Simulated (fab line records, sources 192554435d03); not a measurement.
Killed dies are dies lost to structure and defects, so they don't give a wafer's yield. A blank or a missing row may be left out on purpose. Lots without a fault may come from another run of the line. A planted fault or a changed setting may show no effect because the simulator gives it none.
Chamber matching | flow n5_finfet | N5_BEOL_M5_CURE_80 on uv_cure-01: 3 sister chambers
The step cures SiCOH lowk, time 120 s. 3 wafers are shown with their chamber, then 12 later ones without.

WAFERS WITH THEIR CHAMBER
wafer  | chamber | wafer_temp_C_max
L081.6 | 0       | 371.4
L085.6 | 1       | 371.6
L093.5 | 2       | 373.5

WAFERS WITHOUT THEIR CHAMBER
wafer  | wafer_temp_C_max
L097.1 | 371.5
L097.2 | 371.6
L097.3 | 371.2
L097.4 | 371.9
L097.5 | 371.4
L097.6 | 371.7
L096.1 | 372.8
L096.4 | 372.7
L096.6 | 372.6
L096.2 | 373.0
L096.3 | 372.0
L096.5 | 373.0

WHICH CHAMBER EACH WENT THROUGH
wafer  | from the rows above          | in truth
L097.1 | can't be placed: 0 or 1      | 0
L097.2 | can't be placed: 1 or 0      | 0
L097.3 | can't be placed: 0 or 1      | 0
L097.4 | can't be placed: 1 or 0      | 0
L097.5 | can't be placed: 0 or 1      | 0
L097.6 | can't be placed: 1 or 0      | 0
L096.1 | can't be placed: 2 or 1 or 0 | 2
L096.4 | can't be placed: 2 or 1 or 0 | 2
L096.6 | can't be placed: 2 or 1 or 0 | 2
L096.2 | can't be placed: 2 or 1      | 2
L096.3 | can't be placed: 1 or 0      | 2
L096.5 | can't be placed: 2 or 1      | 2
Placed correctly: 0 of 12. Can't be placed from these rows: 12 (the true chamber is among the candidates in 11). Placed wrongly: 0.
How it was worked out, from the rows above alone: a wafer's distance from a chamber is the root of the sum, over the readings, of the square of ((its reading less the chamber's mean) divided by the reading's scatter). The wafer belongs to the nearest chamber; if the next one is less than 2 further off, it can't be placed. A chamber's mean is the mean of its shown wafers. The scatter: with one shown wafer a chamber, the root of the mean of the squares of how far each hidden wafer lies from its nearest shown one.
